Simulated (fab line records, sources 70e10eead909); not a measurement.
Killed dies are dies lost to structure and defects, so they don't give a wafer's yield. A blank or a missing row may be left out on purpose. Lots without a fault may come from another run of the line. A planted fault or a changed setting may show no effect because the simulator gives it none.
fab line records | flow nand_harc
record lots=24 wafers=72 last_day=34
route steps=1302 shown A_CONTACT@1088 A_BLC@1125 A_M0@1158
lots that met no fault: from a run of the same line without faults
start_h: hours from the record's first day to the start of the lot's first wafer shown | wait_h: hours since the lot's step before | " the same as in the row above | L1.1+2: a row that stands for several wafers | - no value, or no start given | * or withheld: withheld | < > ~ a bound
route shown NAME@n: a module of which the file shows steps, and the number in the route of the first | usual: mean/standard deviation of fault-free wafers | same: alike in all rows | chamber/n: place in a boat | sites: the reading at each site | _std_site: their standard deviation | _edge_site: outer sites' mean less inner sites' | radius_mm: how far each site lies from the wafer's centre | mask NAME#n: copy n | behind: the tool/chamber that last shaped the wafer | hold: why the lot was held/for how many hours/how that ended | device: the transistor (n, p or np) that didn't switch | end of line: the same wafers' tests at the end of the route | a step without rows: its recipe alone | killed: dies lost to structure and defects at the first sort, not the wafer's yield | map: a wafer's dies, x killed, . not, _ none there
set.NAME: the setting as run; set.NAME@STEP: as run at that earlier step | model.NAME: the simulator's own value behind a step, which no gauge read
steps of the route over a sample of lots; a table a step, a row a wafer
services: from which hour (start_h, from the record's first day; less than 0 if before it) a tool's chamber was out of use, for how many hours, and why
## steps
# step NHARC_A_CONTACT_ETCH_136
# recipe source_w=withheld pressure_mtorr=20 bias_v=1200 time_s=311 target_depth_a=19120 ar_flow_sccm=withheld c4f8_flow_sccm=withheld o2_flow_sccm=withheld chemistry=C4F8/O2/Ar
# same time_s=311
# columns lot.wafer tool chamber start_h wait_h rf_hours_counter_h
L074.2 har_cap_etch-02 0 512.47 0.2 88
L074.3 " 1 " " -
L074.5 " 0 " " -
L075.2 har_cap_etch-01 0 533.35 0.3 3
L075.1 " 1 " " 3
L075.4 " 0 " " -
L077.1 har_cap_etch-03 0 533.93 0.2 52
L077.2 " 1 " " 52
L077.5 " 1 " " -
L076.4 har_cap_etch-02 0 543.91 0.2 -
L076.6 " 0 " " -
L076.5 " 1 " " -
L078.1 har_cap_etch-03 0 547.73 0.3 55
L078.3 " 0 " " -
L078.5 " 0 " " -
L079.1 har_cap_etch-01 1 550.44 0.2 6
L079.3 " 0 " " -
L079.5 " 1 " " -
L080.2 har_cap_etch-02 1 576.15 0.2 99
L080.6 " 0 " " -
L080.5 " 1 " " -
L081.1 har_cap_etch-02 0 584.08 0.2 100
L081.4 " 0 " " -
L081.6 " 1 " " -
L082.2 har_cap_etch-02 0 601.24 0.2 106
L082.1 " 1 " " 106
L082.5 " 0 " " -
L084.2 har_cap_etch-02 0 603.75 0.2 107
L084.4 " 1 " " -
L084.6 " 1 " " -
L083.3 har_cap_etch-01 1 607.04 0.2 -
L083.4 " 0 " " -
L083.6 " 1 " " -
L085.3 har_cap_etch-02 1 622.77 0.2 -
L085.4 " 0 " " -
L085.6 " 1 " " -
L086.1 har_cap_etch-01 0 624.24 0.2 18
L086.3 " 1 " " -
L086.5 " 1 " " -
L087.2 har_cap_etch-02 1 632.75 0.3 111
L087.1 " 0 " " 111
L087.5 " 0 " " -
L089.1 har_cap_etch-03 1 650.06 0.2 75
L089.3 " 0 " " -
L089.4 " 1 " " -
L088.2 har_cap_etch-02 0 651.86 0.2 115
L088.4 " 1 " " -
L088.6 " 0 " " -
L091.2 har_cap_etch-02 1 666.28 0.2 116
L091.4 " 1 " " -
L091.3 " 0 " " -
L090.1 har_cap_etch-01 1 683.91 0.2 29
L090.3 " 0 " " -
L090.6 " 0 " " -
L095.2 har_cap_etch-01 1 700.42 0.2 32
L095.1 " 0 " " 32
L095.3 " 1 " " -
L092.3 har_cap_etch-03 0 703.06 0.2 -
L092.4 " 1 " " -
L092.6 " 1 " " -
L093.1 har_cap_etch-01 1 704.17 0.2 33
L093.3 " 1 " " -
L093.5 " 0 " " -
L094.2 har_cap_etch-03 0 717.32 0.2 86
L094.6 " 1 " " -
L094.5 " 0 " " -
L096.2 har_cap_etch-03 1 751.89 0.2 93
L096.6 " 1 " " -
L096.5 " 0 " " -
L097.2 har_cap_etch-03 1 755.86 0.2 94
L097.3 " 0 " " -
L097.6 " 0 " " -
# step NHARC_A_CONTACT_ETCH_138
# recipe source_w=withheld pressure_mtorr=20 bias_v=1200 time_s=311 target_depth_a=19140 ar_flow_sccm=withheld c4f8_flow_sccm=withheld o2_flow_sccm=withheld chemistry=C4F8/O2/Ar
# same time_s=311
# columns lot.wafer tool chamber start_h wait_h rf_hours_counter_h
L074.2 har_cap_etch-02 0 513.02 0.2 89
L074.3 " 1 " " -
L074.5 " 0 " " -
L075.2 har_cap_etch-01 0 534.08 0.3 3
L075.1 " 1 " " 3
L075.4 " 0 " " -
L077.1 har_cap_etch-03 0 534.47 0.2 53
L077.2 " 1 " " 53
L077.5 " 1 " " -
L076.4 har_cap_etch-02 0 544.45 0.2 -
L076.6 " 0 " " -
L076.5 " 1 " " -
L078.1 har_cap_etch-03 0 548.45 0.3 56
L078.3 " 0 " " -
L078.5 " 0 " " -
L079.1 har_cap_etch-01 1 550.98 0.2 6
L079.3 " 0 " " -
L079.5 " 1 " " -
L080.2 har_cap_etch-02 1 576.71 0.2 99
L080.6 " 0 " " -
L080.5 " 1 " " -
L081.1 har_cap_etch-02 0 584.62 0.2 101
L081.4 " 0 " " -
L081.6 " 1 " " -
L082.2 har_cap_etch-02 0 601.79 0.2 106
L082.1 " 1 " " 106
L082.5 " 0 " " -
L084.2 har_cap_etch-02 0 604.29 0.2 108
L084.4 " 1 " " -
L084.6 " 1 " " -
L083.3 har_cap_etch-01 1 607.58 0.2 -
L083.4 " 0 " " -
L083.6 " 1 " " -
L085.3 har_cap_etch-02 1 623.31 0.2 -
L085.4 " 0 " " -
L085.6 " 1 " " -
L086.1 har_cap_etch-01 0 624.79 0.2 19
L086.3 " 1 " " -
L086.5 " 1 " " -
L087.2 har_cap_etch-02 1 633.48 0.3 112
L087.1 " 0 " " 112
L087.5 " 0 " " -
L089.1 har_cap_etch-03 1 650.60 0.2 76
L089.3 " 0 " " -
L089.4 " 1 " " -
L088.2 har_cap_etch-02 0 652.40 0.2 115
L088.4 " 1 " " -
L088.6 " 0 " " -
L091.2 har_cap_etch-02 1 666.82 0.2 116
L091.4 " 1 " " -
L091.3 " 0 " " -
L090.1 har_cap_etch-01 1 684.45 0.2 29
L090.3 " 0 " " -
L090.6 " 0 " " -
L095.2 har_cap_etch-01 1 700.96 0.2 33
L095.1 " 0 " " 33
L095.3 " 1 " " -
L092.3 har_cap_etch-03 0 703.60 0.2 -
L092.4 " 1 " " -
L092.6 " 1 " " -
L093.1 har_cap_etch-01 1 704.71 0.2 34
L093.3 " 1 " " -
L093.5 " 0 " " -
L094.2 har_cap_etch-03 0 717.87 0.2 86
L094.6 " 1 " " -
L094.5 " 0 " " -
L096.2 har_cap_etch-03 1 752.43 0.2 93
L096.6 " 1 " " -
L096.5 " 0 " " -
L097.2 har_cap_etch-03 1 756.40 0.2 95
L097.3 " 0 " " -
L097.6 " 0 " " -
# step NHARC_A_BLC_STRIP_29
# recipe cf4_flow_sccm=150 ar_flow_sccm=0 bias_w=0 chemistry=CF4
# usual drypump_motor_current_A=5.88/0.28 oes_product_au=1.002/0.008 rf_vpp_V=59.4/0.93 showerhead_plenum_p_Torr=1.74/0.058 throttle_valve_pct=13.283/0.0088
# columns lot.wafer tool chamber start_h wait_h drypump_motor_current_A oes_product_au rf_hours_counter_h rf_vpp_V showerhead_plenum_p_Torr throttle_valve_pct
L074.3 rie_diel-06 3 518.12 0.1 6.21 0.999 4 59.1 1.73 13.271
L074.2 " 1 " " 5.58 0.997 4 60.4 1.79 13.292
L074.5 " 2 " " 5.29 0.999 - 57.7 1.64 13.281
L075.2 rie_diel-09 2 539.62 0.1 5.98 0.997 1 60.8 1.77 13.286
L075.1 " 3 " " 6.16 1.010 3 59.0 1.74 13.280
L075.4 " 1 " " 5.85 1.021 3 58.9 1.72 13.266
L077.1 rie_diel-09 2 540.11 0.1 6.01 1.001 2 59.5 1.77 13.284
L077.2 " 3 " " 6.13 1.013 3 58.4 1.74 13.283
L077.5 " 3 " " 6.11 1.015 - 58.2 1.74 13.276
L076.4 rie_diel-09 1 549.50 0.1 5.83 0.996 4 60.5 1.72 13.288
L076.5 " 1 " " 5.83 1.008 - 57.8 1.72 13.290
L076.6 " 2 " " 6.00 0.992 - 59.5 1.77 13.279
L078.3 rie_diel-06 1 553.96 0.1 5.61 0.999 8 59.1 1.78 13.292
L078.1 " 2 " " 5.31 1.009 7 59.0 1.64 13.269
L078.5 " 1 " " 5.64 0.995 - 60.5 1.78 13.284
L079.3 rie_diel-02 2 556.15 0.1 6.01 1.003 54 59.6 1.70 13.285
L079.1 " 3 " " 5.23 0.999 44 58.6 1.79 13.280
L079.5 " 3 " " 5.24 1.005 - 58.0 1.79 13.271
L080.2 rie_diel-09 2 581.80 0.1 5.98 0.999 4 60.1 1.77 13.284
L080.5 " 3 " " 6.11 1.003 - 60.4 1.74 13.281
L080.6 " 0 " " 5.90 0.988 - 59.7 1.83 13.298
L081.1 rie_diel-09 3 589.96 0.1 6.13 1.004 6 59.7 1.74 13.286
L081.4 " 2 " " 6.00 1.014 5 58.7 1.77 13.285
L081.6 " 0 " " 5.81 0.985 - 59.2 1.83 13.300
L082.1 rie_diel-09 2 607.83 0.1 6.00 1.004 5 60.1 1.77 13.288
L082.2 " 1 " " 5.87 1.009 6 58.4 1.72 13.293
L082.5 " 2 " " 6.02 1.015 - 60.9 1.77 13.292
L084.4 rie_diel-06 3 609.48 0.1 6.23 1.003 12 60.4 1.72 13.268
L084.2 " 2 " " 5.27 1.003 12 58.6 1.64 13.269
L084.6 " 0 " " 6.16 0.997 - 60.1 1.68 13.293
L083.3 rie_diel-09 1 612.60 0.1 5.85 1.016 6 59.5 1.72 13.279
L083.4 " 2 " " 6.01 1.008 5 59.3 1.77 13.272
L083.6 " 1 " " 5.91 1.007 - 60.7 1.72 13.285
L085.3 rie_diel-09 0 628.68 0.1 5.87 0.991 8 59.6 1.83 13.274
L085.4 " 1 " " 5.87 1.012 7 57.6 1.72 13.283
L085.6 " 0 " " 5.83 1.002 - 58.7 1.83 13.286
L086.1 rie_diel-09 1 630.00 0.1 5.85 1.017 7 59.8 1.72 13.294
L086.3 " 2 " " 6.01 1.010 6 58.9 1.77 13.296
L086.5 " 0 " " 5.90 1.001 - 61.0 1.83 13.280
L087.1 rie_diel-09 2 639.73 0.1 5.99 0.995 7 60.1 1.76 13.282
L087.2 " 3 " " 6.13 1.000 9 59.9 1.74 13.287
L087.5 " 0 " " 5.82 0.998 - 60.6 1.83 13.282
L089.4 rie_diel-06 1 655.91 0.1 5.62 0.993 18 60.3 1.78 13.282
L089.3 " 2 " " 5.29 1.001 17 57.8 1.64 13.295
L089.1 " 0 " " 6.13 0.993 17 60.8 1.68 13.269
L088.2 rie_diel-06 0 657.70 0.1 6.14 0.993 17 58.3 1.68 13.286
L088.4 " 2 " " 5.27 1.009 18 58.9 1.64 13.279
L088.6 " 0 " " 6.14 0.986 - 59.6 1.68 13.272
L091.2 rie_diel-02 0 672.16 0.1 5.62 1.004 28 59.4 1.64 13.284
L091.3 " 1 " " 5.78 1.008 31 60.0 1.86 13.284
L091.4 " 2 " " 6.02 1.009 31 57.7 1.69 13.284
L090.1 rie_diel-09 2 689.66 0.1 6.01 1.008 1 59.9 1.76 13.291
L090.3 " 0 " " 5.82 0.995 1 60.6 1.83 13.297
L090.6 " 1 " " 5.88 1.003 - 58.1 1.72 13.275
L095.2 rie_diel-06 0 706.17 0.1 6.15 0.991 3 60.1 1.68 13.291
L095.3 " 2 " " 5.30 0.995 2 58.0 1.64 13.287
L095.1 " 3 " " 6.23 0.996 3 58.4 1.72 13.274
L092.3 rie_diel-06 0 708.75 0.1 6.16 0.992 3 58.4 1.68 13.290
L092.4 " 3 " " 6.24 1.002 3 59.3 1.72 13.297
L092.6 " 0 " " 6.12 0.994 - 59.3 1.68 13.268
L093.3 rie_diel-09 0 709.90 0.1 5.80 0.992 2 58.2 1.83 13.280
L093.1 " 3 " " 6.12 0.987 2 59.7 1.74 13.288
L093.5 " 0 " " 5.79 1.010 - 61.2 1.83 13.275
L094.2 rie_diel-06 0 723.37 0.1 6.12 0.997 4 59.8 1.68 13.265
L094.6 " 2 " " 5.29 1.001 - 58.2 1.64 13.274
L094.5 " 3 " " 6.23 1.009 - 59.5 1.72 13.284
L096.2 rie_diel-09 0 758.87 0.1 5.82 1.011 5 60.9 1.83 13.277
L096.6 " 1 " " 5.85 0.998 - 59.3 1.72 13.284
L096.5 " 2 " " 6.01 1.018 - 59.3 1.76 13.282
L097.3 rie_diel-06 1 761.49 0.1 5.62 0.992 6 59.3 1.78 13.305
L097.2 " 2 " " 5.27 1.004 6 59.4 1.64 13.277
L097.6 " 0 " " 6.12 1.003 - 58.6 1.68 13.277
# step NHARC_A_BLC_STRIP_21
# recipe o2_flow_sccm=500 ar_flow_sccm=0 bias_w=0 chemistry=O2
# usual drypump_motor_current_A=5.88/0.28 oes_product_au=1.001/0.0086 rf_vpp_V=57.8/0.82 showerhead_plenum_p_Torr=3.47/0.12 throttle_valve_pct=17.037/0.009
# columns lot.wafer tool chamber start_h wait_h drypump_motor_current_A oes_product_au rf_hours_counter_h rf_vpp_V showerhead_plenum_p_Torr throttle_valve_pct
L074.2 rie_diel-06 0 518.24 0.1 6.14 0.988 2 57.6 3.36 17.053
L074.3 " 1 " " 5.67 0.996 4 58.0 3.56 17.031
L074.5 " 3 " " 6.23 0.988 - 58.4 3.44 17.035
L075.2 rie_diel-09 2 539.74 0.1 6.00 0.994 2 58.4 3.52 17.022
L075.4 " 3 " " 6.12 1.000 3 58.8 3.47 17.033
L075.1 " 0 " " 5.84 1.005 3 58.4 3.66 17.042
L077.1 rie_diel-09 3 540.21 0.1 6.12 1.005 3 57.0 3.47 17.037
L077.2 " 0 " " 5.85 1.002 3 59.0 3.66 17.045
L077.5 " 3 " " 6.14 1.004 - 57.5 3.47 17.036
L076.4 rie_diel-09 0 549.63 0.1 5.82 1.000 4 57.5 3.66 17.039
L076.6 " 2 " " 6.03 0.997 - 58.4 3.52 17.047
L076.5 " 3 " " 6.13 1.003 - 58.9 3.47 17.040
L078.3 rie_diel-06 3 554.06 0.1 6.23 1.002 8 57.7 3.44 17.036
L078.1 " 2 " " 5.28 1.006 7 58.9 3.27 17.046
L078.5 " 3 " " 6.25 1.009 - 57.4 3.44 17.032
L079.3 rie_diel-02 2 556.26 0.1 6.02 0.985 54 58.0 3.40 17.045
L079.1 " 0 " " 5.63 1.001 45 57.6 3.29 17.028
L079.5 " 1 " " 5.79 0.994 - 59.3 3.72 17.041
L080.2 rie_diel-09 1 581.89 0.1 5.91 1.008 5 58.3 3.43 17.055
L080.6 " 0 " " 5.81 0.985 - 58.9 3.66 17.034
L080.5 " 1 " " 5.85 1.013 - 56.7 3.43 17.023
L081.1 rie_diel-09 2 590.09 0.1 6.01 1.005 5 57.5 3.52 17.041
L081.4 " 3 " " 6.12 0.994 6 57.5 3.47 17.019
L081.6 " 1 " " 5.87 1.000 - 57.9 3.43 17.029
L082.1 rie_diel-09 2 607.94 0.1 5.99 1.004 5 57.3 3.52 17.030
L082.2 " 3 " " 6.17 1.004 7 56.5 3.47 17.037
L082.5 " 2 " " 5.97 1.000 - 58.4 3.52 17.048
L084.2 rie_diel-06 3 609.59 0.1 6.22 1.000 12 58.5 3.44 17.039
L084.4 " 2 " " 5.30 1.012 12 56.9 3.27 17.059
L084.6 " 3 " " 6.24 1.010 - 56.7 3.44 17.035
L083.4 rie_diel-09 1 612.72 0.1 5.89 1.010 6 58.1 3.43 17.021
L083.3 " 2 " " 6.00 1.001 5 58.3 3.52 17.037
L083.6 " 3 " " 6.12 1.003 - 56.7 3.47 17.029
L085.3 rie_diel-09 3 628.80 0.1 6.13 1.011 8 56.6 3.46 17.030
L085.4 " 0 " " 5.80 1.001 8 58.7 3.65 17.027
L085.6 " 2 " " 6.01 0.998 - 57.4 3.52 17.038
L086.3 rie_diel-09 1 630.10 0.1 5.90 1.022 7 57.0 3.43 17.033
L086.1 " 3 " " 6.14 1.003 8 56.8 3.46 17.036
L086.5 " 2 " " 6.00 1.006 - 58.1 3.52 17.044
L087.1 rie_diel-09 0 639.82 0.1 5.87 1.003 9 57.6 3.65 17.023
L087.2 " 3 " " 6.16 1.007 9 59.5 3.46 17.031
L087.5 " 1 " " 5.82 1.017 - 57.9 3.43 17.036
L089.3 rie_diel-06 1 656.02 0.1 5.60 1.002 18 57.4 3.55 17.041
L089.1 " 2 " " 5.29 0.994 17 58.2 3.27 17.030
L089.4 " 0 " " 6.16 0.997 17 57.1 3.36 17.042
L088.2 rie_diel-06 1 657.82 0.1 5.62 0.998 19 57.6 3.55 17.041
L088.4 " 2 " " 5.29 1.003 18 57.2 3.27 17.040
L088.6 " 0 " " 6.15 0.990 - 57.5 3.35 17.023
L091.2 rie_diel-02 0 672.26 0.1 5.71 1.005 28 58.0 3.27 17.040
L091.4 " 2 " " 6.03 0.993 31 58.6 3.38 17.037
L091.3 " 3 " " 5.26 0.997 31 57.2 3.56 17.053
L090.3 rie_diel-09 2 689.76 0.1 5.99 1.013 1 58.0 3.52 17.038
L090.1 " 0 " " 5.82 1.000 1 57.5 3.65 17.025
L090.6 " 1 " " 5.88 1.004 - 57.9 3.43 17.053
L095.3 rie_diel-06 3 706.28 0.1 6.25 0.996 3 58.6 3.43 17.034
L095.2 " 0 " " 6.15 1.003 3 57.4 3.35 17.021
L095.1 " 1 " " 5.64 0.983 3 57.0 3.55 17.032
L092.4 rie_diel-06 2 708.85 0.1 5.32 0.995 2 57.6 3.27 17.019
L092.3 " 0 " " 6.18 0.994 3 57.7 3.35 17.037
L092.6 " 2 " " 5.31 1.002 - 57.5 3.27 17.046
L093.3 rie_diel-09 3 710.01 0.1 6.16 1.008 2 59.3 3.46 17.040
L093.1 " 1 " " 5.84 1.005 3 56.8 3.42 17.046
L093.5 " 0 " " 5.85 1.006 - 58.5 3.65 17.032
L094.2 rie_diel-06 2 723.47 0.1 5.28 0.995 4 56.8 3.27 17.028
L094.6 " 1 " " 5.61 0.983 - 58.0 3.55 17.037
L094.5 " 2 " " 5.30 0.992 - 57.4 3.27 17.031
L096.2 rie_diel-09 1 758.95 0.1 5.84 1.003 6 57.3 3.42 17.025
L096.6 " 0 " " 5.85 1.004 - 59.5 3.65 17.034
L096.5 " 1 " " 5.83 0.995 - 58.0 3.42 17.036
L097.3 rie_diel-06 1 761.58 0.1 5.62 0.984 6 56.6 3.55 17.024
L097.2 " 0 " " 6.15 1.003 6 57.8 3.35 17.042
L097.6 " 1 " " 5.59 0.979 - 56.5 3.55 17.036
# step NHARC_A_M0_PVD_20
# recipe target_thk_a=50 bias_v=168.6 power_w=15000 chamber_pressure_pa=0.12 time_s=8.06 substrate_temp_c=50 material=TaN
# usual cathode_dc_power_W=15000/2.6 throttle_valve_pct=29.8/0.91
# same time_s=8.06
# columns lot.wafer tool chamber start_h wait_h cathode_dc_power_W throttle_valve_pct
L074.3 pvd_sputter-02 - - - 15001 29.6
L074.2 " - " " 14998 28.6
L074.5 " - " " 14999 29.8
L075.4 pvd_sputter-03 - - - 15000 30.1
L075.2 " - " " 15000 28.7
L075.1 " - " " 14999 29.0
L077.1 pvd_sputter-02 - - - 15001 30.5
L077.2 " - " " 14999 29.7
L077.5 " - " " 15000 31.4
L076.4 pvd_sputter-02 - - - 15000 31.3
L076.5 " - " " 15002 29.9
L076.6 " - " " 15005 28.6
L078.3 pvd_sputter-02 - - - 15002 29.6
L078.1 " - " " 15001 28.5
L078.5 " - " " 15002 29.7
L079.3 pvd_sputter-03 - - - 14995 28.9
L079.1 " - " " 14998 30.2
L079.5 " - " " 15005 30.2
L080.2 pvd_sputter-02 - - - 14996 29.6
L080.6 " - " " 15002 29.3
L080.5 " - " " 14997 28.7
L081.4 pvd_sputter-03 - - - 14999 30.3
L081.1 " - " " 14994 30.2
L081.6 " - " " 14999 28.6
L082.2 pvd_sputter-01 - - - 14999 30.6
L082.1 " - " " 14998 30.2
L082.5 " - " " 14998 31.0
L084.2 pvd_sputter-03 - - - 14998 28.7
L084.4 " - " " 15002 30.3
L084.6 " - " " 14999 29.1
L083.4 pvd_sputter-03 - - - 15001 28.4
L083.3 " - " " 15001 29.0
L083.6 " - " " 15002 30.4
L085.4 pvd_sputter-03 - - - 15001 30.0
L085.3 " - " " 14997 28.9
L085.6 " - " " 15001 30.2
L086.3 pvd_sputter-02 - - - 15001 30.5
L086.1 " - " " 14996 31.3
L086.5 " - " " 15003 29.7
L087.1 pvd_sputter-03 - - - 14998 30.1
L087.2 " - " " 15000 28.9
L087.5 " - " " 15001 30.2
L089.4 pvd_sputter-01 - - - 15000 30.6
L089.1 " - " " 15000 30.5
L089.3 " - " " 15000 31.0
L088.4 pvd_sputter-01 - - - 15002 29.2
L088.2 " - " " 15000 30.9
L088.6 " - " " 15003 29.2
L091.2 pvd_sputter-03 - - - 15001 30.2
L091.4 " - " " 14996 28.8
L091.3 " - " " 14996 30.2
L090.1 pvd_sputter-01 - - - 15003 30.1
L090.3 " - " " 15003 30.6
L090.6 " - " " 14999 30.0
L095.2 pvd_sputter-02 - - - 15004 31.1
L095.1 " - " " 15002 29.7
L095.3 " - " " 15000 30.1
L092.4 pvd_sputter-02 - - - 15001 29.6
L092.3 " - " " 15000 28.7
L092.6 " - " " 14995 29.5
L093.3 pvd_sputter-02 - - - 14998 29.9
L093.1 " - " " 15002 28.7
L093.5 " - " " 15001 29.8
L094.2 pvd_sputter-02 - - - 14995 31.4
L094.5 " - " " 14999 28.5
L094.6 " - " " 15002 29.8
L096.2 pvd_sputter-03 - - - 15001 28.5
L096.5 " - " " 14999 27.6
L096.6 " - " " 15001 28.6
L097.2 pvd_sputter-01 - - - 15005 30.8
L097.3 " - " " 15001 30.3
L097.6 " - " " 14998 30.8
# step NHARC_A_M0_THK_MEAS_24
# recipe thk_meas_gauge=xrf
# usual thk_nm=113.8/1.3
# columns lot.wafer tool chamber start_h wait_h thk_nm
L074.2 film_metro-02 - 523.46 - 113.9
L074.3 " - " " 114.0
L074.5 " - " " 114.2
L075.1 film_metro-02 - 545.05 - 114.8
L075.2 " - " " 116.4
L075.4 " - " " 113.3
L077.1 film_metro-02 - 545.40 - 113.9
L077.2 " - " " 113.3
L077.5 " - " " 113.6
L076.4 film_metro-01 - 554.93 - 114.2
L076.5 " - " " 114.2
L076.6 " - " " 114.2
L078.1 film_metro-02 - 559.31 - 114.8
L078.3 " - " " 113.5
L078.5 " - " " 116.6
L079.1 film_metro-02 - 561.45 - 114.9
L079.3 " - " " 113.8
L079.5 " - " " 114.3
L080.2 film_metro-02 - 587.08 - 113.7
L080.5 " - " " 111.6
L080.6 " - " " 114.0
L081.1 film_metro-02 - 595.55 - 114.8
L081.4 " - " " 115.2
L081.6 " - " " 114.4
L082.1 film_metro-02 - 613.14 - 114.0
L082.2 " - " " 114.1
L082.5 " - " " 113.8
L084.2 film_metro-01 - 614.77 - 114.8
L084.4 " - " " 114.5
L084.6 " - " " 114.3
L083.3 film_metro-02 - 617.97 - 113.4
L083.4 " - " " 114.4
L083.6 " - " " 113.4
L085.3 film_metro-01 - 634.08 - 113.1
L085.4 " - " " 114.6
L085.6 " - " " 113.1
L086.1 film_metro-01 - 635.31 - 111.4
L086.3 " - " " 110.1
L086.5 " - " " 111.5
L087.1 film_metro-01 - 645.01 - 116.5
L087.2 " - " " 114.4
L087.5 " - " " 115.7
L089.1 film_metro-01 - 661.27 - 113.1
L089.3 " - " " 112.1
L089.4 " - " " 112.6
L088.2 film_metro-02 - 663.06 - 112.0
L088.4 " - " " 113.8
L088.6 " - " " 112.3
L091.2 film_metro-02 - 677.66 - 115.6
L091.3 " - " " 115.8
L091.4 " - " " 114.4
L090.1 film_metro-01 - 694.83 - 113.5
L090.3 " - " " 113.6
L090.6 " - " " 113.5
L095.1 film_metro-02 - 712.01 - 116.7
L095.2 " - " " 116.9
L095.3 " - " " 112.3
L092.3 film_metro-02 - 713.96 - 114.8
L092.4 " - " " 113.8
L092.6 " - " " 112.8
L093.1 film_metro-02 - 715.26 - 111.6
L093.3 " - " " 114.0
L093.5 " - " " 112.4
L094.2 film_metro-01 - 728.55 - 112.0
L094.5 " - " " 112.8
L094.6 " - " " 113.6
L096.2 film_metro-01 - 764.29 - 114.5
L096.5 " - " " 114.5
L096.6 " - " " 114.4
L097.2 film_metro-01 - 767.38 - 113.5
L097.3 " - " " 113.2
L097.6 " - " " 113.2
## services
# columns tool chamber start_h hours kind
rie_diel-06 0 490.79 9.5 repair
har_cap_etch-01 - 497.00 17.0 pm
rie_diel-09 - 497.10 9.0 pm
rie_diel-09 2 508.98 7.0 repair
pvd_sputter-02 - 511.96 7.2 repair
rie_diel-09 2 518.01 10.8 repair
pvd_sputter-03 - 519.51 6.2 repair
har_cap_etch-02 - 521.66 0.2 repair
har_cap_etch-01 - 531.32 0.4 repair
har_cap_etch-01 - 536.09 5.5 repair
rie_diel-06 3 577.17 2.9 repair
rie_diel-09 0 620.80 4.8 repair
pvd_sputter-02 - 636.87 4.8 repair
pvd_sputter-02 - 641.68 10.0 pm
rie_diel-09 1 644.60 31.6 repair
rie_diel-09 3 660.25 8.4 repair
rie_diel-06 - 661.20 9.0 pm
rie_diel-09 - 674.10 9.0 pm
pvd_sputter-02 - 677.98 1.5 repair
rie_diel-09 2 712.30 19.0 repair
har_cap_etch-02 - 719.74 0.1 repair
rie_diel-06 - 731.74 0.3 repair
rie_diel-09 - 741.07 0.8 repair
har_cap_etch-02 - 754.22 17.0 pm
## key
fault none
